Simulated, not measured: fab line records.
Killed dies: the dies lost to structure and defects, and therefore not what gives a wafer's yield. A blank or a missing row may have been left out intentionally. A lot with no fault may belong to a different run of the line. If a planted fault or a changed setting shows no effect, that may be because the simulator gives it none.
Code-filled problem report in 8D (eight disciplines) form	flow nand-harc	the parts of the form that need people (team, actions taken, sign-off) are left out

1. THE ISSUE
killed-at-periphery at NHARC_END_SORT_01 reads a mean of 31.0 on 1 wafer of 1 lot; wafers without a fault read 4.2 with a standard deviation of 2.9. That puts it +9.2 standard deviations away from the usual mean.
First observed at day 27 04:15: wafer L417.3, on prober-01. The record has a number at this step for 4 wafers belonging to 2 lots. Rule for "out" (also "out of limits"): further than 4 standard deviations from the usual mean. All remaining wafers that have a number are taken as sound.

2. WHAT IT IS AND WHAT IT IS NOT
question	is	is not
which readings at this step	killed-at-periphery	defect-limited-yield, killed-at-array, killed-at-other, killed-dies, killed-open, killed-short
which lots	L417	L418
which wafers of those lots	all that have a number	-
read on which gauges	prober-01	prober-02
when	from day 27 04:15	up to then (0 sound wafers); but 3 sound wafers of L418 came after

3. SUSPECTS, AND WHAT RULES EACH OUT
Counting: a tool at any process step up to the reading remains a suspect when it ran all the lots that are out and ran no sound lot after the first of those.
- the gauge at NHARC_END_SORT_01: kept. All the wafers that are out were read on prober-01, and no step on other tools shows them out.
- rie-diel-06 at NHARC_P_CONTACT_ETCH_36 (etches the open film in N2/H2, target depth 260 nm, time 406.25 s): ruled out as a lasting fault. Following L417 (day 8 06:38), the first lot on it that is out, the sound lots L418 were run on it. With no start given for some of its lots, NHARC_P_CONTACT_ETCH_36 uses the hours and lot order of NHARC_P_M0_ETCH_15.
- rie-diel-02 at NHARC_P_M0_ETCH_15 (etches the open film in C4F8/Ar, target depth 150 nm, overetch 15 nm, time 82.5 s): kept. It ran the lot that is out, L417 (day 8 06:38), and no sound lot after that.
- pvd-sputter-03 at NHARC_P_M0_DEGAS_28 (time 60 s): kept. It ran the lot that is out, L417 (day 8 07:25), and no sound lot after that.
Left after counting: rie-diel-02 at NHARC_P_M0_ETCH_15, pvd-sputter-03 at NHARC_P_M0_DEGAS_28, prober-01 at NHARC_END_SORT_01.

4. THE CAUSE (what the simulator had put in)
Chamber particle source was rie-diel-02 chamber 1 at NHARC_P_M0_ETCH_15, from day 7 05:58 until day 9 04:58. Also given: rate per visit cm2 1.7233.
3 suspects survive the count, and this tool is in that group.

5. THE CHAIN OF EFFECTS, in route order
Rows list readings where the struck wafers' mean (over those with a number) sits beyond 3 standard deviations from the usual. Only readings for which the record gives a usual standard deviation are gone through. hours: the time from each lot's start at the first step in this table that gives one to its start at this step, as a median over the lots. sigmas: the change in usual standard deviations.
hours	step	reading	usual	on struck wafers	change	sigmas
0	NHARC_END_SORT_01	killed-at-periphery	4.2	31.0	+26.8	+9.2

6. WHAT WOULD HAVE CAUGHT IT SOONER
The first out-of-limits reading at a measuring or inspecting step in this record came at day 27 04:15, 478 hours after the fault's start at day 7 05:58.
Of the tool readings at NHARC_P_M0_ETCH_15 for which the record gives a usual standard deviation, none was out on any struck wafer, so an alarm limit of 4 standard deviations on them would not have fired.
The start of NHARC_P_M0_ETCH_15 on rie-diel-02 came by day 27 04:15 for every one of the lots that are out (1). Holding the tool at that point would not have protected any of them.
